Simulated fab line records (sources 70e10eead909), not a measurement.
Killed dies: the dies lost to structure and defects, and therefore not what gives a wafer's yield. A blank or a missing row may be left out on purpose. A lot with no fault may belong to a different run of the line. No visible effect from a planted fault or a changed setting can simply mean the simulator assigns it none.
The tool behind it: which one? + flow nand_harc + 72 wafers from 24 lots sampled at 5 of the route's 1302 steps

## WHAT THE GAUGES SHOWED, per wafer
NHARC_A_CHANNEL_FILL_D1_INSPECT_13. Usual: raw_defect_count at 338, with a standard deviation of 130.
| lot  | measured     | on                | raw_defect_count | flag |
|------|--------------|-------------------|------------------|------|
| L074 | day 10 17:17 | defect_inspect-02 | 396 306 391      |      |
| L075 | day 11 07:50 | defect_inspect-01 | 367 290 274      |      |
| L076 | day 11 21:34 | defect_inspect-02 | 973 559 437      |      |
| L078 | day 12 04:05 | defect_inspect-02 | 415 313 380      |      |
| L077 | day 12 15:00 | defect_inspect-02 | 308 512 341      |      |
| L079 | day 13 00:16 | defect_inspect-02 | 349 244 398      |      |
| L080 | day 13 07:17 | defect_inspect-02 | 384 315 551      |      |
| L081 | day 13 12:46 | defect_inspect-02 | 481 312 301      |      |
| L082 | day 14 03:46 | defect_inspect-01 | 173 190 263      |      |
| L083 | day 14 22:14 | defect_inspect-01 | 259 376 466      |      |
| L084 | day 15 04:23 | defect_inspect-02 | 405 467 304      |      |
| L086 | day 15 12:23 | defect_inspect-02 | 274 466 251      |      |
| L085 | day 15 12:23 | defect_inspect-01 | 397 370 232      |      |
| L089 | day 16 20:22 | defect_inspect-02 | 274 232 266      |      |
| L087 | day 16 20:23 | defect_inspect-02 | 323 253 293      |      |
| L088 | day 16 20:31 | defect_inspect-02 | 452 274 574      |      |
| L090 | day 17 12:25 | defect_inspect-01 | 265 218 105      |      |
| L091 | day 17 12:25 | defect_inspect-02 | 452 320 381      |      |
| L092 | day 18 14:10 | defect_inspect-02 | 319 188 244      |      |
| L093 | day 18 14:10 | defect_inspect-01 | 791 602 722      |      |
| L094 | day 19 10:52 | defect_inspect-01 | 434 450 597      |      |
| L095 | day 19 13:44 | defect_inspect-02 | 346 360 201      |      |
| L096 | day 20 02:16 | defect_inspect-02 | 279 219 313      |      |
| L097 | day 20 14:49 | defect_inspect-01 | 172 247 194      |      |

NHARC_A_DECK1_JOINT_INSPECT_05. Usual: raw_defect_count at 306, with a standard deviation of 110.
| lot  | measured     | on                | raw_defect_count | flag |
|------|--------------|-------------------|------------------|------|
| L074 | day 12 05:55 | defect_inspect-02 | 353 505 339      |      |
| L075 | day 12 18:28 | defect_inspect-01 | 268 308 235      |      |
| L076 | day 13 06:41 | defect_inspect-01 | 245 366 228      |      |
| L078 | day 13 12:12 | defect_inspect-02 | 354 385 283      |      |
| L077 | day 14 07:02 | defect_inspect-02 | 222 151 164      |      |
| L079 | day 14 15:57 | defect_inspect-02 | 222 329 394      |      |
| L080 | day 14 15:57 | defect_inspect-01 | 157 209 329      |      |
| L081 | day 15 01:50 | defect_inspect-01 | 627 478 291      |      |
| L082 | day 15 13:17 | defect_inspect-02 | 178 215 172      |      |
| L083 | day 16 12:34 | defect_inspect-02 | 260 230 248      |      |
| L084 | day 16 12:34 | defect_inspect-01 | 275 227 260      |      |
| L086 | day 16 20:44 | defect_inspect-02 | 256 223 211      |      |
| L085 | day 16 20:53 | defect_inspect-02 | 240 339 312      |      |
| L089 | day 18 07:45 | defect_inspect-02 | 472 269 340      |      |
| L087 | day 18 07:52 | defect_inspect-02 | 167 242 254      |      |
| L088 | day 18 07:46 | defect_inspect-01 | 441 294 217      |      |
| L090 | day 19 02:49 | defect_inspect-02 | 281 279 367      |      |
| L091 | day 19 03:03 | defect_inspect-01 | 402 248 349      |      |
| L092 | day 20 06:49 | defect_inspect-01 | 272 398 356      |      |
| L093 | day 20 06:38 | defect_inspect-02 | 239 228 226      |      |
| L094 | day 20 19:23 | defect_inspect-02 | 321 436 254      |      |
| L095 | day 20 19:15 | defect_inspect-02 | 311 273 159      |      |
| L096 | day 21 12:30 | defect_inspect-02 | 193 442 360      |      |
| L097 | day 22 02:56 | defect_inspect-01 | 336 319 238      |      |

NHARC_A_ONON_D2_THK_MEAS_18: measures by ellipsometry. Usual: thk_nm at 999 nm, with a standard deviation of 7.6.
| lot  | measured     | on            | thk_nm (nm)    | flag |
|------|--------------|---------------|----------------|------|
| L074 | day 12 16:25 | film_metro-02 | 996 996 996    |      |
| L075 | day 13 05:30 | film_metro-02 | 998 996 997    |      |
| L076 | day 13 17:14 | film_metro-01 | 992 992 993    |      |
| L078 | day 13 22:42 | film_metro-02 | 1007 1008 1009 |      |
| L077 | day 14 17:37 | film_metro-02 | 992 994 995    |      |
| L079 | day 15 02:10 | film_metro-02 | 1014 1013 1011 |      |
| L080 | day 15 02:09 | film_metro-02 | 1006 1005 1005 |      |
| L081 | day 15 12:05 | film_metro-01 | 990 988 991    |      |
| L082 | day 15 23:53 | film_metro-02 | 996 997 995    |      |
| L083 | day 16 23:29 | film_metro-01 | 983 983 983    |      |
| L084 | day 16 23:28 | film_metro-01 | 1009 1008 1007 |      |
| L086 | day 17 06:57 | film_metro-01 | 989 989 990    |      |
| L085 | day 17 06:56 | film_metro-01 | 1003 1005 1003 |      |
| L089 | day 18 18:40 | film_metro-01 | 987 988 987    |      |
| L087 | day 18 18:40 | film_metro-02 | 990 991 991    |      |
| L088 | day 18 18:40 | film_metro-02 | 1000 999 1001  |      |
| L090 | day 19 13:00 | film_metro-02 | 1005 1007 1004 |      |
| L091 | day 19 12:59 | film_metro-01 | 997 999 996    |      |
| L092 | day 20 16:56 | film_metro-02 | 996 998 998    |      |
| L093 | day 20 16:53 | film_metro-02 | 999 1001 1001  |      |
| L094 | day 21 05:26 | film_metro-01 | 999 1000 1000  |      |
| L095 | day 21 05:27 | film_metro-02 | 1005 1005 1005 |      |
| L096 | day 21 22:42 | film_metro-01 | 999 1003 1001  |      |
| L097 | day 22 13:04 | film_metro-01 | 1009 1011 1012 |      |

NHARC_A_ONON_D2_INSPECT_32. Usual: raw_defect_count at 384, with a standard deviation of 140.
| lot  | measured     | on                | raw_defect_count | flag |
|------|--------------|-------------------|------------------|------|
| L074 | day 12 19:13 | defect_inspect-01 | 421 559 373      |      |
| L075 | day 13 08:18 | defect_inspect-02 | 373 410 299      |      |
| L076 | day 13 20:03 | defect_inspect-02 | 294 471 284      |      |
| L078 | day 14 01:30 | defect_inspect-01 | 444 464 323      |      |
| L077 | day 14 20:26 | defect_inspect-02 | 286 191 204      |      |
| L079 | day 15 04:59 | defect_inspect-01 | 279 389 496      |      |
| L080 | day 15 04:58 | defect_inspect-02 | 214 277 448      |      |
| L081 | day 15 14:54 | defect_inspect-01 | 765 606 370      |      |
| L082 | day 16 02:41 | defect_inspect-01 | 233 258 233      |      |
| L083 | day 17 02:19 | defect_inspect-02 | 301 285 293      |      |
| L084 | day 17 02:17 | defect_inspect-02 | 378 316 368      |      |
| L086 | day 17 09:45 | defect_inspect-02 | 346 290 245      |      |
| L085 | day 17 09:44 | defect_inspect-01 | 294 381 352      |      |
| L089 | day 18 21:28 | defect_inspect-02 | 580 331 423      |      |
| L087 | day 18 21:27 | defect_inspect-01 | 195 264 284      |      |
| L088 | day 18 21:40 | defect_inspect-02 | 576 420 292      |      |
| L090 | day 19 15:49 | defect_inspect-01 | 341 309 439      |      |
| L091 | day 19 15:48 | defect_inspect-02 | 523 310 458      |      |
| L092 | day 20 19:43 | defect_inspect-02 | 367 547 456      |      |
| L093 | day 20 19:42 | defect_inspect-01 | 267 278 266      |      |
| L094 | day 21 08:23 | defect_inspect-01 | 379 494 309      |      |
| L095 | day 21 08:16 | defect_inspect-02 | 362 309 198      |      |
| L096 | day 22 01:32 | defect_inspect-02 | 254 581 465      |      |
| L097 | day 22 15:52 | defect_inspect-02 | 444 414 315      |      |

NHARC_A_CHANNEL_HOLE_D2_INSPECT_12. Usual: raw_defect_count at 30, with a standard deviation of 23.
| lot  | measured     | on                | raw_defect_count | flag |
|------|--------------|-------------------|------------------|------|
| L074 | day 12 22:40 | defect_inspect-01 | 61 52 55         |      |
| L075 | day 13 11:08 | defect_inspect-02 | 7 3 3            |      |
| L076 | day 14 02:02 | defect_inspect-02 | 55 67 61         |      |
| L078 | day 14 06:57 | defect_inspect-01 | 63 61 63         |      |
| L077 | day 14 23:28 | defect_inspect-01 | 7 3 7            |      |
| L079 | day 15 07:52 | defect_inspect-02 | 7 8 7            |      |
| L080 | day 15 07:43 | defect_inspect-02 | 53 56 50         |      |
| L081 | day 15 17:44 | defect_inspect-01 | 8 7 6            |      |
| L082 | day 16 05:31 | defect_inspect-02 | 61 67 56         |      |
| L083 | day 17 05:08 | defect_inspect-02 | 62 54 54         |      |
| L084 | day 17 04:59 | defect_inspect-02 | 9 10 7           |      |
| L086 | day 17 13:19 | defect_inspect-02 | 12 11 14         |      |
| L085 | day 17 12:48 | defect_inspect-01 | 50 65 48         |      |
| L089 | day 19 01:16 | defect_inspect-01 | 54 58 64         |      |
| L087 | day 19 00:32 | defect_inspect-02 | 44 59 61         |      |
| L088 | day 19 02:23 | defect_inspect-02 | 13 12 10         |      |
| L090 | day 19 18:38 | defect_inspect-02 | 16 10 7          |      |
| L091 | day 19 18:48 | defect_inspect-01 | 64 61 70         |      |
| L092 | day 21 03:27 | defect_inspect-02 | 19 17 22         |      |
| L093 | day 21 02:11 | defect_inspect-02 | 14 15 23         |      |
| L094 | day 21 17:19 | defect_inspect-02 | 25 20 23         |      |
| L095 | day 21 17:10 | defect_inspect-01 | 26 22 20         |      |
| L096 | day 22 04:14 | defect_inspect-02 | 3 3 5            |      |
| L097 | day 22 19:12 | defect_inspect-02 | 2 5 6            |      |

## WHICH TOOL RAN EACH LOT (tool, then ch and the chambers of the sampled wafers, then the start)
There is no process step in the record ahead of these readings.

## AS READ BY THE TOOLS THEMSELVES (means over the sampled wafers that have a number; for cases with no such wafer, the mark the record gives instead)
The record holds no such reading with a usual standard deviation.

## THE ANSWER, worked out from the rows above alone
Rule: lot off if the mean of its wafers having a number is beyond 3 standard deviations from the usual mean. A lot without any number at a reading at which 4 lots or more have one is off too. All remaining lots with rows at the step are treated as sound. Order of review: gauges by route order, followed by the tools' own readings, for which a lot's mean as printed above is used. At the first step where some lot is off, the reading lying furthest off is the one used; lots without a number count as furthest.
No lot is off on any of the readings shown, so nothing can be concluded from this.

## WHAT WAS PUT IN BY THE SIMULATOR
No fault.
